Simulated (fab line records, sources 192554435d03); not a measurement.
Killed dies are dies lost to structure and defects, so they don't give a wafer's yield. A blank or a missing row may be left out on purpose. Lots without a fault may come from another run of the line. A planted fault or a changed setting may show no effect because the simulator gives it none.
Problem report in the 8D (eight disciplines) form, filled by code | flow n5_finfet | the parts of the form that need people (team, actions taken, sign-off) are left out

1. THE PROBLEM
killed_at_M0_to_M3 at N5_PASSIVATION_PROBE_49 reads a mean of 198 on 2 wafers of 2 lots; wafers without a fault read 36 with a standard deviation of 11. That is +15 standard deviations from the usual mean.
First seen on wafer L520.1, day 16 10:04, on prober-02. The record holds 18 wafers of 6 lots with a number at this step. Rule for "out", or "out of limits": more than 4 standard deviations from the usual mean. The other wafers with a number count as sound.

2. WHAT IT IS AND WHAT IT IS NOT
question                    | is                                                                                                      | is not
which readings at this step | killed_at_M0_to_M3, defect_limited_yield, killed_dies, sort_bin_5_function, sort_n_pass, sort_yield_pct | killed_at_M4_up, killed_at_contacts, killed_at_front_end, killed_at_other, killed_open, killed_short, sort_bin_8_speed
which lots                  | L520, L521                                                                                              | L508, L509, L511, L512
which wafers of those lots  | L520.1, L521.4                                                                                          | L520.5, L520.6, L521.3, L521.5
read on which tools         | prober-01, prober-02                                                                                    | -
when                        | from day 16 10:04                                                                                       | up to then (12 sound wafers); but 4 sound wafers of L520, L521 came after

3. SUSPECTS, AND WHAT RULES EACH OUT
Counting: a tool at a process step up to the reading stays a suspect if it ran every lot that is out. Sound lots after the first of them don't rule it out here, since some wafers of a struck lot are sound.
- ald_metal-04 at N5_BEOL_M0_ALD_136 (deposits TaN, pulse time 2 s, purge time 3 s, co reactant purge time 2 s): kept. It ran every lot that is out, first L520 (day 8 19:51); its last sound lot up to then is L512 (day 7 07:14).
- rtp_anneal-02 at N5_BEOL_M0_ANNEAL_119 (time 90 s): kept. It ran every lot that is out, first L520 (day 9 00:06); its last sound lot up to then is L511 (day 6 23:44).
- cvd_co-02 at N5_BEOL_M0_CO_CAP_123 (material Co, precursor CCTBA/H2, target thk 2 nm, time 102.1 s): kept. It ran every lot that is out, first L520 (day 9 00:46); its last sound lot up to then is L508 (day 6 11:09).
- pecvd-02 at N5_BEOL_M1_ILD_DEP_00 (deposits SiOC from DEMS/O2, target thk 79 nm, time 15.3 s): kept. It ran every lot that is out, first L520 (day 9 01:01); its last sound lot up to then is L511 (day 7 00:43).
- Within ald_metal-04 at N5_BEOL_M0_ALD_136: the wafers that are out ran in chamber 0; their sound lot-mates ran in chambers 2, 3.
- Within pecvd-02 at N5_BEOL_M1_ILD_DEP_00: the wafers that are out ran in chamber 1; their sound lot-mates ran in chambers 0, 2.
Left after counting: ald_metal-04 at N5_BEOL_M0_ALD_136, rtp_anneal-02 at N5_BEOL_M0_ANNEAL_119, cvd_co-02 at N5_BEOL_M0_CO_CAP_123, pecvd-02 at N5_BEOL_M1_ILD_DEP_00.

4. THE CAUSE (what the simulator had put in)
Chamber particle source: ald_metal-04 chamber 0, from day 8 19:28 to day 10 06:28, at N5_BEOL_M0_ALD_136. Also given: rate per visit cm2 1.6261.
Counting left 4 suspects, and this tool is among them.

5. THE CHAIN OF EFFECTS, in route order
Each row: a reading whose mean over the struck wafers that have a number lies more than 3 standard deviations from the usual. Only readings for which the record gives a usual standard deviation are gone through. hours: the time from each lot's start at the first step in this table that gives one to its start at this step, as a median over the lots. sigmas: the change in usual standard deviations.
hours | step                    | reading              | usual  | on struck wafers | change | sigmas
0     | N5_PASSIVATION_PROBE_49 | defect_limited_yield | 91.1 % | 77.6             | -13.5  | -9.6
0     | N5_PASSIVATION_PROBE_49 | killed_at_M0_to_M3   | 36     | 198              | +162   | +15
0     | N5_PASSIVATION_PROBE_49 | killed_dies          | 105    | 264              | +160   | +10
0     | N5_PASSIVATION_PROBE_49 | sort_bin_5_function  | 5.2 %  | 13.4             | +8.2   | +9.3
0     | N5_PASSIVATION_PROBE_49 | sort_n_pass          | 1074   | 916              | -158   | -9.9
0     | N5_PASSIVATION_PROBE_49 | sort_yield_pct       | 91.1 % | 77.6             | -13.5  | -9.6
The process steps in it:
- N5_PASSIVATION_PROBE_49

6. WHAT WOULD HAVE CAUGHT IT SOONER
In this record the first reading out of limits was taken at day 16 10:04, 183 hours after the fault began at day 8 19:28.
Of the tool readings at N5_BEOL_M0_ALD_136 for which the record gives a usual standard deviation, none was out on any struck wafer, so an alarm limit of 4 standard deviations on them would not have fired.
All the lots that are out (2) had begun N5_BEOL_M0_ALD_136 on ald_metal-04 by day 16 10:04. A hold on the tool at that time would have spared none of them.
